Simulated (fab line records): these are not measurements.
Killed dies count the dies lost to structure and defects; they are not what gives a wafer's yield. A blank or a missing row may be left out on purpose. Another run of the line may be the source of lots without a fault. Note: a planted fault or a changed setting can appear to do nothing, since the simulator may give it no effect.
fab line records	flow nand-harc
record: lots: 6	wafers: 18	last-day: 32
route steps=1302 shown P_BONDPAD@360 END@1302
lots that met no fault: from a run of the same line without faults
start-h: hours from the record's opening day to when the first of the lot's shown wafers began	wait-h: how many hours have passed since the lot's step before this one	" unchanged from the row above	L1.1+2: one row covering several wafers at once	- either no value or no given start	* or withheld: withheld	< > ~ a bound
route shown NAME@n: NAME is a module with steps in the file, n the number in the route of the first one	usual: mean/standard deviation taken from wafers without a fault	same: alike in all rows	chamber/n: place in a boat	sites: the reading at each site	_std_site: the values' standard deviation	_edge_site: inner sites' mean taken away from outer sites' mean	radius-mm: how far each site lies from the wafer's centre	mask NAME#n: copy n	behind: the tool/chamber that last shaped the wafer	hold: why the lot went on hold/how many hours it stayed there/how the hold came to an end	device: whichever transistor did not switch (one of n, p or np)	end of line: at the end of the route, the tests of the same wafers	step lacking rows: just its recipe	killed: count of dies lost to structure and defects at first sort (not the wafer's yield)	map: the dies of a wafer, with x for killed, . for not killed, _ for no die there
set.NAME: the setting as run; set.NAME@STEP: as run at that earlier step	model.NAME: the simulator's own value behind a step, which no gauge read
certain route steps with their lots: each step a table, each wafer a row
services: from which hour (start-h, from the record's first day; less than 0 if before it) a tool's chamber was out of use, for how many hours, and why
== steps ==
step: NHARC_P_BONDPAD_EBR_05
step: NHARC_P_BONDPAD_EXPOSE_06
recipe: na: 0.55	dose-mj: 37.06	mask-id: P_BPAD
step: NHARC_P_BONDPAD_PEB_07
recipe: peb-temp-c: 128	peb-time-s: 80
step: NHARC_P_BONDPAD_DEVELOP_08
recipe: time-s: 50	dev-temp-c: 22
step: NHARC_P_BONDPAD_CD_MEAS_09
recipe: target-cd-nm: 500	landing-energy-ev: 500
usual: cd-nm: 499.6/2.2
lot.wafer	tool	chamber	start-h	wait-h	cd-nm
L705.2	cd-sem-01	0	151.71	-	498.9
L705.3	"	0	"	"	497.1
L705.6	"	0	"	"	497.9
L714.1	cd-sem-01	0	244.41	-	501.9
L714.4	"	0	"	"	498.0
L714.5	"	0	"	"	499.5
L715.2	cd-sem-03	0	257.16	-	498.6
L715.5	"	0	"	"	502.5
L715.6	"	0	"	"	496.7
L720.1	cd-sem-03	0	300.65	-	500.2
L720.5	"	0	"	"	497.7
L720.6	"	0	"	"	497.7
L723.4	cd-sem-01	0	331.00	-	498.3
L723.5	"	0	"	"	499.4
L723.6	"	0	"	"	503.9
L724.3	cd-sem-01	0	343.71	-	503.2
L724.4	"	0	"	"	500.6
L724.5	"	0	"	"	497.6
step: NHARC_P_BONDPAD_OVL_MEAS_38
usual: overlay-x-nm: 0/5.9	overlay-y-nm: 0/4.8
lot.wafer	tool	chamber	start-h	wait-h	overlay-x-nm	overlay-y-nm
L705.2	overlay-02	-	151.80	-	4	3
L705.3	"	-	"	"	4	4
L705.6	"	-	"	"	5	4
L714.1	overlay-02	-	244.50	-	-4	-6
L714.4	"	-	"	"	-4	-6
L714.5	"	-	"	"	-4	-7
L715.2	overlay-01	-	257.24	-	-3	7
L715.5	"	-	"	"	-3	7
L715.6	"	-	"	"	-3	8
L720.1	overlay-01	-	300.74	-	-8	-5
L720.5	"	-	"	"	-7	-5
L720.6	"	-	"	"	-7	-5
L723.4	overlay-02	-	331.08	-	-1	4
L723.5	"	-	"	"	-2	5
L723.6	"	-	"	"	-2	4
L724.3	overlay-01	-	343.79	-	4	1
L724.4	"	-	"	"	4	2
L724.5	"	-	"	"	5	2
step: NHARC_P_BONDPAD_HARDBAKE_10
recipe: temp-c: 118	time-s: 65
step: NHARC_P_BONDPAD_DESCUM_11
recipe: time-s: 3	o2-flow-sccm: 200	ar-flow-sccm: 0	bias-power-w: 0	chemistry: O2
usual: drypump-motor-current-A: 5.6/0.4	oes-product-au: 1.002/0.011	rf-vpp-V: 57.9/0.8	showerhead-plenum-p-Torr: 1.95/0.08	throttle-valve-pct: 11.311/0.0092
lot.wafer	tool	chamber	start-h	wait-h	drypump-motor-current-A	oes-product-au	rf-hours-counter-h	rf-vpp-V	showerhead-plenum-p-Torr	throttle-valve-pct
L705.3	rie-diel-12	3	151.93	-	5.7	0.998	1.6	57.3	2.00	11.306
L705.2	"	0	"	"	5.3	0.997	1.5	59.0	1.99	11.308
L705.6	"	3	"	"	5.7	0.996	-	58.0	2.00	11.315
L714.4	rie-diel-01	0	244.63	-	5.5	1.005	2.0	58.2	1.84	11.322
L714.1	"	1	"	"	5.7	1.025	2.8	57.0	2.02	11.310
L714.5	"	0	"	"	5.5	1.015	-	58.1	1.84	11.306
L715.2	rie-diel-12	2	257.37	-	5.0	1.026	5.3	57.7	1.99	11.303
L715.5	"	2	"	"	5.0	1.028	-	58.4	1.99	11.306
L715.6	"	3	"	"	5.7	0.988	-	58.8	2.00	11.309
L720.1	rie-diel-09	2	300.87	-	6.3	1.009	6.6	58.0	1.83	11.321
L720.6	"	2	"	"	6.3	0.995	-	57.2	1.83	11.318
L720.5	"	3	"	"	5.8	1.000	-	58.3	2.01	11.312
L723.4	rie-diel-12	1	331.20	-	5.7	1.006	1.3	57.0	2.04	11.307
L723.6	"	1	"	"	5.7	1.004	-	59.5	2.04	11.293
L723.5	"	2	"	"	5.0	1.016	-	57.1	1.99	11.320
L724.3	rie-diel-01	3	343.93	-	6.0	1.008	9.4	58.3	1.80	11.311
L724.4	"	0	"	"	5.5	1.029	7.7	56.7	1.84	11.315
L724.5	"	2	"	"	5.3	1.008	-	57.4	1.99	11.319
step: NHARC_P_BONDPAD_ETCH_37
recipe: target-depth-a: 600	overetch-a: 180	time-s: 65.91	ion-energy-ev: 200	n2-flow-sccm: 150	h2-flow-sccm: 150	ar-flow-sccm: 0	rf-w: 400	bias-w: 150	chemistry: N2/H2
usual: bias-w: 150.0/0.42	chamber-pressure-mTorr: 29.995/0.028	drypump-motor-current-A: 5.5/0.4	oes-product-au: 1.002/0.011	rf-vpp-V: 431.7/2.4	showerhead-plenum-p-Torr: 2.09/0.084	throttle-valve-pct: 14.172/0.01
lot.wafer	tool	chamber	start-h	wait-h	bias-w	chamber-pressure-mTorr	drypump-motor-current-A	oes-product-au	rf-hours-counter-h	rf-vpp-V	showerhead-plenum-p-Torr	throttle-valve-pct
L705.2	rie-diel-12	1	152.02	0.1	149.3	29.991	5.7	1.011	1.5	434.0	2.18	14.171
L705.3	"	2	"	"	150.0	30.003	5.0	1.020	1.6	432.6	2.12	14.169
L705.6	"	3	"	"	149.9	29.954	5.7	0.984	-	433.3	2.13	14.158
L714.4	rie-diel-01	2	244.72	0.1	150.6	30.017	5.4	1.002	3.4	433.8	2.13	14.164
L714.1	"	3	"	"	150.1	29.950	6.0	0.991	3.7	427.5	1.92	14.179
L714.5	"	0	"	"	149.6	29.977	5.5	1.005	-	427.6	1.96	14.188
L715.2	rie-diel-12	2	257.46	0.1	150.3	29.988	5.0	1.019	5.3	432.4	2.12	14.165
L715.6	"	1	"	"	150.0	29.968	5.7	1.010	-	434.9	2.18	14.177
L715.5	"	2	"	"	150.4	30.007	5.0	1.031	-	431.8	2.12	14.162
L720.1	rie-diel-09	3	300.96	0.1	150.4	29.970	5.8	0.999	5.9	433.1	2.14	14.158
L720.6	"	3	"	"	150.4	29.966	5.8	1.003	-	434.1	2.14	14.173
L720.5	"	0	"	"	150.3	29.985	5.0	0.995	-	428.4	1.96	14.163
L723.4	rie-diel-12	1	331.29	0.1	149.8	29.998	5.7	1.005	1.3	434.1	2.18	14.173
L723.5	"	0	"	"	150.1	30.034	5.3	0.995	-	431.7	2.12	14.172
L723.6	"	1	"	"	150.5	29.970	5.7	1.004	-	436.5	2.18	14.164
L724.4	rie-diel-01	2	344.01	0.1	149.1	29.991	5.4	1.000	8.2	432.4	2.13	14.164
L724.3	"	3	"	"	150.2	29.956	6.0	0.997	9.4	426.6	1.92	14.177
L724.5	"	2	"	"	150.3	30.015	5.4	1.006	-	432.3	2.13	14.166
step: NHARC_P_BONDPAD_ETCH_12
recipe: target-depth-a: 2000	time-s: 100	chf3-flow-sccm: 50	o2-flow-sccm: 10	ar-flow-sccm: 200	rf-w: 500	bias-w: 200	chemistry: CHF3/O2
usual: bias-w: 200.0/0.63	chamber-pressure-mTorr: 25.000/0.022	drypump-motor-current-A: 5.6/0.42	oes-product-au: 0.940/0.02	rf-vpp-V: 371.5/2.2	showerhead-plenum-p-Torr: 2.44/0.093	throttle-valve-pct: 20.573/0.0083
lot.wafer	tool	chamber	start-h	wait-h	bias-w	chamber-pressure-mTorr	drypump-motor-current-A	oes-product-au	rf-hours-counter-h	rf-vpp-V	showerhead-plenum-p-Torr	throttle-valve-pct
L705.3	rie-diel-12	2	-	-	199.7	25.003	5.0	0.947	1.7	372.0	2.49	20.565
L705.2	"	3	"	"	200.1	25.013	5.7	0.926	1.6	371.7	2.51	20.571
L705.6	"	1	"	"	200.8	25.038	5.7	0.939	-	373.6	2.56	20.566
L714.4	rie-diel-01	2	-	-	199.3	25.023	5.4	0.923	3.4	374.0	2.50	20.578
L714.1	"	1	"	"	199.0	24.990	5.7	0.939	2.8	372.3	2.53	20.571
L714.5	"	2	"	"	200.6	24.975	5.3	0.933	-	373.2	2.50	20.560
L715.2	rie-diel-12	2	-	-	199.2	24.951	5.0	0.951	5.3	371.4	2.49	20.567
L715.6	"	2	"	"	199.5	25.027	4.9	0.949	-	371.3	2.49	20.561
L715.5	"	3	"	"	198.9	24.976	5.7	0.921	-	373.9	2.50	20.566
L720.1	rie-diel-09	0	-	-	199.9	24.976	5.0	0.929	6.1	368.7	2.31	20.565
L720.6	"	1	"	"	200.1	25.003	6.1	0.918	-	369.9	2.38	20.581
L720.5	"	2	"	"	199.9	24.972	6.3	0.941	-	367.9	2.30	20.584
L723.4	rie-diel-12	2	-	-	199.9	25.010	5.0	0.950	1.5	372.6	2.49	20.582
L723.5	"	2	"	"	199.8	24.978	4.9	0.951	-	371.0	2.49	20.582
L723.6	"	3	"	"	200.0	25.015	5.7	0.971	-	373.7	2.50	20.568
L724.4	rie-diel-01	0	-	-	200.1	24.986	5.5	0.947	7.7	368.1	2.31	20.575
L724.3	"	2	"	"	198.6	25.030	5.4	0.922	8.3	371.9	2.50	20.582
L724.5	"	0	"	"	201.0	24.979	5.5	0.940	-	368.1	2.31	20.572
step: NHARC_P_BONDPAD_CD_MEAS_13
usual: cd-nm: 499.3/2.6
lot.wafer	tool	chamber	start-h	wait-h	cd-nm
L705.2	cd-sem-03	-	152.24	-	498.3
L705.3	"	-	"	"	495.9
L705.6	"	-	"	"	496.8
L714.1	cd-sem-01	-	244.94	-	500.3
L714.4	"	-	"	"	497.2
L714.5	"	-	"	"	498.6
L715.2	cd-sem-03	-	257.68	-	500.0
L715.5	"	-	"	"	504.6
L715.6	"	-	"	"	496.5
L720.1	cd-sem-02	-	301.19	-	499.1
L720.5	"	-	"	"	495.9
L720.6	"	-	"	"	497.3
L723.4	cd-sem-01	-	331.52	-	498.5
L723.5	"	-	"	"	499.8
L723.6	"	-	"	"	504.7
L724.3	cd-sem-01	-	344.24	-	502.3
L724.4	"	-	"	"	498.2
L724.5	"	-	"	"	494.9
step: NHARC_P_BONDPAD_STRIP_15
recipe: o2-flow-sccm: 500	ar-flow-sccm: 0	bias-w: 0	chemistry: O2
usual: drypump-motor-current-A: 5.7/0.46	oes-product-au: 1.003/0.011	rf-vpp-V: 57.8/0.98	showerhead-plenum-p-Torr: 3.55/0.14	throttle-valve-pct: 17.037/0.0089
same: bias-w: 0
lot.wafer	tool	chamber	start-h	wait-h	drypump-motor-current-A	oes-product-au	rf-hours-counter-h	rf-vpp-V	showerhead-plenum-p-Torr	throttle-valve-pct
L705.2	rie-diel-12	3	152.31	0.1	5.7	0.995	1.7	57.0	3.68	17.029
L705.3	"	2	"	"	5.0	1.017	1.7	58.3	3.66	17.042
L705.6	"	0	"	"	5.3	1.000	-	57.6	3.66	17.027
L714.1	rie-diel-09	1	245.03	0.1	6.1	0.980	4.2	57.7	3.50	17.036
L714.4	"	1	"	"	6.1	0.991	-	58.7	3.50	17.036
L714.5	"	2	"	"	6.3	1.009	-	57.9	3.38	17.027
L715.2	rie-diel-09	2	257.79	0.1	6.3	1.014	4.5	56.2	3.38	17.020
L715.5	"	0	"	"	5.0	1.006	-	57.2	3.40	17.032
L715.6	"	1	"	"	6.1	1.005	-	59.7	3.50	17.048
L720.1	rie-diel-09	0	301.31	0.1	5.0	1.005	6.1	56.3	3.40	17.023
L720.6	"	1	"	"	6.1	1.002	-	58.7	3.50	17.033
L720.5	"	2	"	"	6.3	1.013	-	57.5	3.38	17.043
L723.4	rie-diel-09	0	331.64	0.1	5.0	1.007	0.5	57.1	3.40	17.037
L723.5	"	1	"	"	6.1	1.007	-	59.5	3.50	17.030
L723.6	"	2	"	"	6.3	1.009	-	57.1	3.38	17.017
L724.3	rie-diel-12	3	344.32	0.1	5.7	1.006	1.9	58.2	3.67	17.030
L724.4	"	1	"	"	5.7	1.008	1.5	59.9	3.75	17.032
L724.5	"	3	"	"	5.7	1.003	-	57.7	3.67	17.045
step: NHARC_P_BONDPAD_ETCH_24
recipe: target-depth-a: 300	over-etch-frac: 0.3	time-s: 72.99	ion-energy-ev: 150	cf4-flow-sccm: 50	n2-flow-sccm: 100	ar-flow-sccm: 150	rf-w: 300	bias-w: 100	chemistry: CF4/N2
usual: bias-w: 100.0/0.34	cf4-flow-sccm: 50.00/0.16	drypump-motor-current-A: 5.7/0.45	oes-product-au: 1.002/0.011	rf-vpp-V: 314.5/2.1	showerhead-plenum-p-Torr: 2.64/0.11	throttle-valve-pct: 19.793/0.0091
lot.wafer	tool	chamber	start-h	wait-h	bias-w	cf4-flow-sccm	drypump-motor-current-A	oes-product-au	rf-hours-counter-h	rf-vpp-V	showerhead-plenum-p-Torr	throttle-valve-pct
L705.3	rie-diel-12	0	152.47	-	99.3	49.94	5.3	0.993	1.6	316.3	2.72	19.779
L705.2	"	2	"	"	100.2	50.09	5.0	1.013	1.7	315.7	2.72	19.794
L705.6	"	0	"	"	99.5	49.86	5.3	0.990	-	317.3	2.72	19.798
L714.1	rie-diel-09	3	245.20	0.1	-	-	-	-	-	-	-	-
L714.4	"	1	"	"	-	-	-	-	-	-	-	-
L714.5	"	2	"	"	-	-	-	-	-	-	-	-
L715.2	rie-diel-09	1	257.93	-	-	-	-	-	-	-	-	-
L715.6	"	2	"	"	-	-	-	-	-	-	-	-
L715.5	"	3	"	"	-	-	-	-	-	-	-	-
L720.1	rie-diel-09	2	301.41	-	99.8	49.89	6.3	1.010	6.7	311.8	2.52	19.809
L720.6	"	2	"	"	100.1	49.84	6.3	1.010	-	313.0	2.52	19.786
L720.5	"	3	"	"	100.2	49.77	5.8	1.006	-	316.0	2.75	19.768
L723.4	rie-diel-09	3	331.74	-	100.1	49.88	5.7	1.004	0.5	315.9	2.75	19.794
L723.5	"	3	"	"	100.1	49.62	5.8	1.008	-	316.4	2.75	19.776
L723.6	"	0	"	"	99.6	49.78	5.0	1.002	-	312.8	2.53	19.776
L724.3	rie-diel-12	2	344.46	-	99.5	49.97	5.0	1.023	1.7	315.6	2.72	19.795
L724.4	"	3	"	"	100.1	50.16	5.7	1.004	1.9	317.2	2.74	19.789
L724.5	"	3	"	"	99.6	50.07	5.7	1.005	-	316.1	2.73	19.785
step: NHARC_P_BONDPAD_STRIP_16
recipe: time-s: 600	temp-c: 30	chemistry: post-etch-residue-remover
step: NHARC_END_SORT_01
recipe: temp-c: 25
usual: defect-limited-yield: 91.0/2.8	killed-at-array: 56/19	killed-at-other: 0.6/1	killed-at-periphery: 3.9/2.7	killed-dies: 61/19	killed-open: 3.3/1.9	killed-short: 2.4/1.7
same: gross-dies: 677
lot.wafer	tool	chamber	start-h	wait-h	defect-limited-yield[%]	killed-at-array	killed-at-other	killed-at-periphery	killed-dies	killed-open	killed-short
L705.2	prober-02	0	581.09	2.8	86.3	93	0	0	93	3	0
L705.3	prober-02	0	581.90	3.1	89.5	65	3	3	71	3	1
L705.6	prober-02	0	584.35	4.1	87.4	83	0	2	85	1	0
L714.1	prober-01	0	683.21	2.5	0	28	0	649	677	3	0
L714.4	prober-01	0	685.59	3.4	0	42	1	634	677	2	4
L714.5	prober-01	0	686.39	3.7	0	48	1	628	677	2	3
L715.2	prober-01	0	693.00	2.8	0	44	0	633	677	1	1
L715.5	prober-01	0	695.41	3.7	0	61	2	614	677	0	2
L715.6	prober-01	0	696.21	4.0	0	59	1	617	677	1	4
L720.1	prober-01	0	717.22	4.4	95.1	26	6	1	33	2	2
L720.5	prober-01	0	720.42	5.6	94.5	33	2	2	37	8	5
L720.6	prober-01	0	721.22	5.9	96.8	21	0	1	22	6	1
L724.3	prober-01	0	764.32	3.1	89.2	69	0	4	73	1	3
L724.4	prober-01	0	765.12	3.4	91.0	60	0	1	61	4	1
L724.5	prober-01	0	765.91	3.7	92.6	49	0	1	50	2	3
L723.4	prober-02	0	767.41	3.4	88.5	74	0	4	78	4	1
L723.5	prober-02	0	768.21	3.7	88.6	75	1	1	77	3	1
L723.6	prober-02	0	769.00	4.0	87.0	82	0	6	88	2	5
killed by level:class
L705.2 A_CHANNEL_HOLE_D2:chamber-film-flake=36 A_CHANNEL_HOLE_D1:chamber-film-flake=31 A_SLIT:chamber-film-flake=13 A_CONTACT:chamber-film-flake=5 A_STAIRCASE:chamber-film-flake=3 A_ONON_D1:geometric-particle:open=1 A_ONON_D2:geometric-particle:open=1 A_WL_FILL:geometric-particle:open=1
L705.3 A_CHANNEL_HOLE_D2:chamber-film-flake=26 A_CHANNEL_HOLE_D1:chamber-film-flake=17 A_SLIT:chamber-film-flake=14 A_STAIRCASE:chamber-film-flake=3 THIN_TSV:chamber-film-flake=3 P_M0:geometric-particle:open=2 A_WL_FILL:chamber-film-flake=2 A_CHANNEL_HOLE_D1:geometric-particle:open=1
L705.6 A_CHANNEL_HOLE_D2:chamber-film-flake=31 A_CHANNEL_HOLE_D1:chamber-film-flake=22 A_SLIT:chamber-film-flake=15 A_STAIRCASE:chamber-film-flake=5 A_CONTACT:chamber-film-flake=5 A_WL_FILL:chamber-film-flake=2 P_M0:geometric-particle:open=1 P_ZERO_WELL:chamber-film-flake=1
L714.1 P_BONDPAD:area-etch=641 A_SLIT:chamber-film-flake=19 P_STI:chamber-film-flake=3 P_GATE:chamber-film-flake=3 A_CHANNEL_HOLE_D1:chamber-film-flake=3 A_STAIRCASE:chamber-film-flake=3 A_CONTACT:chamber-film-flake=2 P_CONTACT:geometric-particle:open=1
L714.4 P_BONDPAD:area-etch=628 A_SLIT:chamber-film-flake=31 A_CHANNEL_HOLE_D1:chamber-film-flake=5 P_M0:geometric-particle:open=2 A_ONON_D2:geometric-particle:short=2 P_STI:chamber-film-flake=2 A_CONTACT:geometric-particle:short=1 A_M0:geometric-particle:short=1
L714.5 P_BONDPAD:area-etch=620 A_SLIT:chamber-film-flake=35 A_CHANNEL_HOLE_D1:chamber-film-flake=8 P_STI:chamber-film-flake=4 P_GATE:chamber-film-flake=2 A_CHANNEL_FILL_D1:chamber-film-flake=2 P_M0:geometric-particle:open=1 P_M0:geometric-particle:short=1
L715.2 P_BONDPAD:area-etch=631 A_SLIT:chamber-film-flake=30 A_CHANNEL_HOLE_D1:chamber-film-flake=4 A_CHANNEL_FILL_D1:chamber-film-flake=3 A_CHANNEL_HOLE_D2:chamber-film-flake=2 P_STI:chamber-film-flake=2 A_CONTACT:chamber-film-flake=2 A_ONON_D1:geometric-particle:open=1
L715.5 P_BONDPAD:area-etch=608 A_SLIT:chamber-film-flake=36 A_CHANNEL_HOLE_D1:chamber-film-flake=8 A_STAIRCASE:chamber-film-flake=5 A_CHANNEL_HOLE_D2:chamber-film-flake=4 A_CONTACT:chamber-film-flake=4 P_ZERO_WELL:chamber-film-flake=2 P_CONTACT:chamber-film-flake=2
L715.6 P_BONDPAD:area-etch=616 A_SLIT:chamber-film-flake=27 A_CHANNEL_HOLE_D1:chamber-film-flake=8 A_CONTACT:chamber-film-flake=8 A_STAIRCASE:chamber-film-flake=6 A_CHANNEL_HOLE_D2:chamber-film-flake=5 P_M0:geometric-particle:short=1 A_ONON_D1:geometric-particle:short=1
L720.1 A_CHANNEL_HOLE_D1:chamber-film-flake=11 A_CONTACT:chamber-film-flake=7 THIN_TSV:chamber-film-flake=5 A_STAIRCASE:chamber-film-flake=2 A_SLIT:chamber-film-flake=2 A_ONON_D1:geometric-particle:short=1 A_ONON_D2:geometric-particle:open=1 A_CHANNEL_HOLE_D2:geometric-particle:short=1
L720.5 A_CHANNEL_HOLE_D1:chamber-film-flake=11 A_SLIT:chamber-film-flake=4 A_CONTACT:chamber-film-flake=4 A_ONON_D1:geometric-particle:open=3 A_ONON_D1:geometric-particle:short=2 A_CHANNEL_FILL_D1:geometric-particle:short=2 A_CHANNEL_FILL_D1:geometric-particle:open=2 A_STAIRCASE:chamber-film-flake=2
L720.6 A_CHANNEL_HOLE_D1:chamber-film-flake=10 A_M0:geometric-particle:open=2 A_SLIT:chamber-film-flake=2 P_M0:geometric-particle:open=1 A_ONON_D1:geometric-particle:short=1 A_CHANNEL_FILL_D1:geometric-particle:open=1 A_DECK1_JOINT:geometric-particle:open=1 A_ONON_D2:geometric-particle:open=1
L724.3 A_CHANNEL_HOLE_D2:chamber-film-flake=29 A_CHANNEL_HOLE_D1:chamber-film-flake=19 A_SLIT:chamber-film-flake=7 A_STAIRCASE:chamber-film-flake=5 A_CONTACT:chamber-film-flake=4 P_STI:chamber-film-flake=2 P_STI:geometric-particle:open=1 A_ONON_D1:geometric-particle:short=1
L724.4 A_CHANNEL_HOLE_D2:chamber-film-flake=21 A_CHANNEL_HOLE_D1:chamber-film-flake=16 A_STAIRCASE:chamber-film-flake=7 A_SLIT:chamber-film-flake=6 A_CONTACT:chamber-film-flake=4 P_M0:geometric-particle:open=1 A_ONON_D2:geometric-particle:open=1 A_CHANNEL_FILL_D2:geometric-particle:open=1
L724.5 A_CHANNEL_HOLE_D2:chamber-film-flake=14 A_CHANNEL_HOLE_D1:chamber-film-flake=7 A_SLIT:chamber-film-flake=7 A_CONTACT:chamber-film-flake=7 A_STAIRCASE:chamber-film-flake=5 A_DECK1_JOINT:chamber-film-flake=3 A_ONON_D2:geometric-particle:open=2 A_SOURCE_PLATE:geometric-particle:short=1
L723.4 A_SLIT:chamber-film-flake=22 A_CHANNEL_HOLE_D1:chamber-film-flake=20 A_CHANNEL_HOLE_D2:chamber-film-flake=10 A_CONTACT:chamber-film-flake=9 A_STAIRCASE:chamber-film-flake=7 P_BONDPAD:chamber-film-flake=3 P_STI:geometric-particle:short=1 A_ONON_D1:geometric-particle:open=1
L723.5 A_SLIT:chamber-film-flake=29 A_CHANNEL_HOLE_D2:chamber-film-flake=20 A_CHANNEL_HOLE_D1:chamber-film-flake=10 A_CONTACT:chamber-film-flake=6 A_STAIRCASE:chamber-film-flake=5 A_CHANNEL_FILL_D1:geometric-particle:short=1 A_CHANNEL_FILL_D1:geometric-particle:open=1 A_ONON_D2:geometric-particle:open=1
L723.6 A_CHANNEL_HOLE_D2:chamber-film-flake=37 A_SLIT:chamber-film-flake=19 A_CHANNEL_HOLE_D1:chamber-film-flake=8 P_BONDPAD:chamber-film-flake=4 A_STAIRCASE:chamber-film-flake=4 A_CONTACT:chamber-film-flake=4 A_CHANNEL_FILL_D2:geometric-particle:short=2 A_DECK1_JOINT:chamber-film-flake=2
map L714.1 (x killed, . not)
____________x____________
_________xxxxxxx_________
_______xxxxxxxxxxx_______
______xxxxxxxxxxxxx______
_____xxxxxxxxxxxxxxx_____
____xxxxxxxxxxxxxxxxx____
____xxxxxxxxxxxxxxxxx____
___xxxxxxxxxxxxxxxxxxx___
___xxxxxxxxxxxxxxxxxxx___
__xxxxxxxxxxxxxxxxxxxxx__
__xxxxxxxxxxxxxxxxxxxxx__
_xxxxxxxxxxxxxxxxxxxxxxx_
_xxxxxxxxxxxxxxxxxxxxxxx_
_xxxxxxxxxxxxxxxxxxxxxxx_
_xxxxxxxxxxxxxxxxxxxxxxx_
_xxxxxxxxxxxxxxxxxxxxxxx_
xxxxxxxxxxxxxxxxxxxxxxxxx
xxxxxxxxxxxxxxxxxxxxxxxxx
xxxxxxxxxxxxxxxxxxxxxxxxx
xxxxxxxxxxxxxxxxxxxxxxxxx
xxxxxxxxxxxxxxxxxxxxxxxxx
_xxxxxxxxxxxxxxxxxxxxxxx_
_xxxxxxxxxxxxxxxxxxxxxxx_
_xxxxxxxxxxxxxxxxxxxxxxx_
_xxxxxxxxxxxxxxxxxxxxxxx_
_xxxxxxxxxxxxxxxxxxxxxxx_
__xxxxxxxxxxxxxxxxxxxxx__
__xxxxxxxxxxxxxxxxxxxxx__
___xxxxxxxxxxxxxxxxxxx___
___xxxxxxxxxxxxxxxxxxx___
____xxxxxxxxxxxxxxxxx____
____xxxxxxxxxxxxxxxxx____
_____xxxxxxxxxxxxxxx_____
______xxxxxxxxxxxxx______
_______xxxxxxxxxxx_______
_________xxxxxxx_________
____________x____________
map L715.2 (x killed, . not)
____________x____________
_________xxxxxxx_________
_______xxxxxxxxxxx_______
______xxxxxxxxxxxxx______
_____xxxxxxxxxxxxxxx_____
____xxxxxxxxxxxxxxxxx____
____xxxxxxxxxxxxxxxxx____
___xxxxxxxxxxxxxxxxxxx___
___xxxxxxxxxxxxxxxxxxx___
__xxxxxxxxxxxxxxxxxxxxx__
__xxxxxxxxxxxxxxxxxxxxx__
_xxxxxxxxxxxxxxxxxxxxxxx_
_xxxxxxxxxxxxxxxxxxxxxxx_
_xxxxxxxxxxxxxxxxxxxxxxx_
_xxxxxxxxxxxxxxxxxxxxxxx_
_xxxxxxxxxxxxxxxxxxxxxxx_
xxxxxxxxxxxxxxxxxxxxxxxxx
xxxxxxxxxxxxxxxxxxxxxxxxx
xxxxxxxxxxxxxxxxxxxxxxxxx
xxxxxxxxxxxxxxxxxxxxxxxxx
xxxxxxxxxxxxxxxxxxxxxxxxx
_xxxxxxxxxxxxxxxxxxxxxxx_
_xxxxxxxxxxxxxxxxxxxxxxx_
_xxxxxxxxxxxxxxxxxxxxxxx_
_xxxxxxxxxxxxxxxxxxxxxxx_
_xxxxxxxxxxxxxxxxxxxxxxx_
__xxxxxxxxxxxxxxxxxxxxx__
__xxxxxxxxxxxxxxxxxxxxx__
___xxxxxxxxxxxxxxxxxxx___
___xxxxxxxxxxxxxxxxxxx___
____xxxxxxxxxxxxxxxxx____
____xxxxxxxxxxxxxxxxx____
_____xxxxxxxxxxxxxxx_____
______xxxxxxxxxxxxx______
_______xxxxxxxxxxx_______
_________xxxxxxx_________
____________x____________
== services ==
tool	chamber	start-h	hours	kind
rie-diel-09	-	143.10	9.0	pm
rie-diel-12	0	149.40	-	clean
rie-diel-12	1	149.40	-	clean
rie-diel-12	2	149.40	-	clean
rie-diel-12	3	149.40	-	clean
rie-diel-12	0	160.49	7.1	repair
rie-diel-12	3	164.04	5.3	repair
rie-diel-12	0	173.90	-	clean
rie-diel-12	1	173.90	-	clean
rie-diel-12	2	173.90	-	clean
rie-diel-12	3	173.90	-	clean
rie-diel-12	2	191.35	4.6	repair
rie-diel-12	1	191.55	3.9	repair
rie-diel-12	0	198.40	-	clean
rie-diel-12	1	198.40	-	clean
rie-diel-12	2	198.40	-	clean
rie-diel-12	3	198.40	-	clean
rie-diel-09	3	208.63	14.7	repair
rie-diel-12	0	222.90	-	clean
rie-diel-09	0	240.13	6.7	repair
rie-diel-12	-	268.40	9.0	pm
rie-diel-09	3	289.91	5.8	repair
rie-diel-09	0	309.76	4.6	repair
rie-diel-09	-	320.11	9.0	pm
== key ==
first-sign: step: NHARC_P_BONDPAD_ETCH_24	reading: tool-record	direction: missing
effect: step: NHARC_END_SORT_01	reading: killed-at-periphery	direction: up	sigmas: 99+	usual: 3.9	struck: 629.2
more-kills-born-at: NHARC_P_BONDPAD_ETCH_24@rie-diel-09: 3744
met-at NHARC_P_BONDPAD_ETCH_24
struck-wafers L714.1,L714.4,L714.5,L715.2,L715.5,L715.6
later-rows-left-out L714.1,L714.4,L714.5,L715.2,L715.5,L715.6
fault: kind: skipped-step-whole	tool: rie-diel-09	chamber: -	onset-h: 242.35	steps: NHARC_P_BONDPAD_ETCH_24	scope: struck-lots-only
later-rows-left-out: the simulator's readings of these wafers behind a module that went badly wrong aren't trusted and aren't shown, but for the sort
